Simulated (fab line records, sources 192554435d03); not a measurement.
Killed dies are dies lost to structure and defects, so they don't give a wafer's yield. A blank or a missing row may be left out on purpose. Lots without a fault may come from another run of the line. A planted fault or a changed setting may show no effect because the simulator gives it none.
Split-lot experiment | flow n5_finfet | 7 lots, 21 wafers read, on a route of 1938 steps

THE SPLIT
At N5_BEOL_M10_ETCH_41 (etches SiCN in CH3F/O2, target depth 42.6 nm, time 86 s), the setting source_w was moved away from the recipe's 395 W on 7 of the 21 wafers read, by -12.1% to +13.6%. The other wafers ran this setting at the recipe's value.

The reading is taken at the split's own step.

THE READING
rf_vpp_V, in V, at N5_BEOL_M10_ETCH_41 (etches SiCN in CH3F/O2, target depth 42.6 nm, time 86 s). Fault-free wafers of this fab line usually give 298.0 V, standard deviation 1.7 V.

wafer  | tool, chamber at the split | source_w as run, W | against the recipe | rf_vpp_V, V | against lot-mates on the recipe
L074.3 | rie_diel-03, 2             | 417.1              | +5.6%              | 289.9       | -8.8
L074.4 | rie_diel-03, 1             | 395                | recipe             | 298.1       | -
L074.6 | rie_diel-03, 1             | 395                | recipe             | 299.3       | -
L075.2 | rie_diel-04, 1             | 352.3              | -10.8%             | 310.1       | +10.2
L075.3 | rie_diel-04, 3             | 395                | recipe             | 299.6       | -
L075.5 | rie_diel-04, 3             | 395                | recipe             | 300.1       | -
L083.2 | rie_diel-04, 0             | 395                | recipe             | 295.2       | -
L083.3 | rie_diel-04, 2             | 395                | recipe             | 297.5       | -
L083.4 | rie_diel-04, 2             | 420.2              | +6.4%              | 292.8       | -3.6
L088.2 | rie_diel-01, 2             | 395                | recipe             | 297.9       | -
L088.3 | rie_diel-01, 3             | 395                | recipe             | 296.2       | -
L088.5 | rie_diel-01, 3             | 395                | recipe             | 295.5       | -
L091.3 | rie_diel-01, 1             | 395                | recipe             | 298.4       | -
L091.4 | rie_diel-01, 0             | 347.3              | -12.1%             | 310.7       | +12.3
L091.5 | rie_diel-01, 0             | 347.3              | -12.1%             | 310.0       | +11.6
L096.1 | rie_diel-03, 1             | 448.8              | +13.6%             | 286.2       | -12.1
L096.2 | rie_diel-03, 2             | 395                | recipe             | 298.8       | -
L096.3 | rie_diel-03, 0             | 395                | recipe             | 297.7       | -
L097.2 | rie_diel-01, 3             | 432.2              | +9.4%              | 287.3       | -10.6
L097.3 | rie_diel-01, 1             | 395                | recipe             | 298.9       | -
L097.4 | rie_diel-01, 0             | 395                | recipe             | 296.9       | -

THE FIT
A straight line over all 21 wafers: rf_vpp_V changes by -1.02 V for each +1% of source_w; r = -0.97; the points scatter about the line by 1.5 V.
The same after taking each lot's own level away (the mean of its wafers on the recipe; 21 wafers): -0.974 V for each +1%; r = -0.98; scatter 1.3 V.
On that fit, the largest move of source_w shifts the reading by 13 V.
The lots' own levels span 296.35 to 299.85 V, that is 2.1 times the standard deviation above.
So the lot-to-lot level changes the slope little: the two slopes agree.
Check: with one of the wafers moved furthest among these (+13.6%) left out of the fit, the line predicts -13.8 V for it against its lot-mates. It came out at -12.1 V against them.
Tool readings at the split's step, against how far the setting was moved: rf_vpp_V r = -0.97.

OTHER SPLITS ON THESE WAFERS
These wafers also went through other splits before the reading. Each is held against what the fit with the lots' levels taken away leaves over:
other split on the same wafers   | wafers away from the commonest value | r with rf_vpp_V (lot level and that fit taken away)
N5_BEOL_M9_TRENCH_ETCH_37 bias_w | 8                                    | +0.14

THE WHOLE CHAIN: every reading that the file lists as answering this split, in the file's order
step                | what it does                                            | reading                                                        | change (the file's fit)              | r (the file's)
N5_BEOL_M10_ETCH_41 | etches SiCN in CH3F/O2, target depth 42.6 nm, time 86 s | rf_vpp_V                                                       | -0.97 V for each +1% of the setting  | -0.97
N5_BEOL_M10_ETCH_41 | etches SiCN in CH3F/O2, target depth 42.6 nm, time 86 s | etch.depth_nm (the simulator's own value, which no gauge read) | +0.15 nm for each +1% of the setting | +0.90

THE FILE'S OWN FIT
rf_vpp_V changes by -0.97 V for each +1% of source_w, r = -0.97.
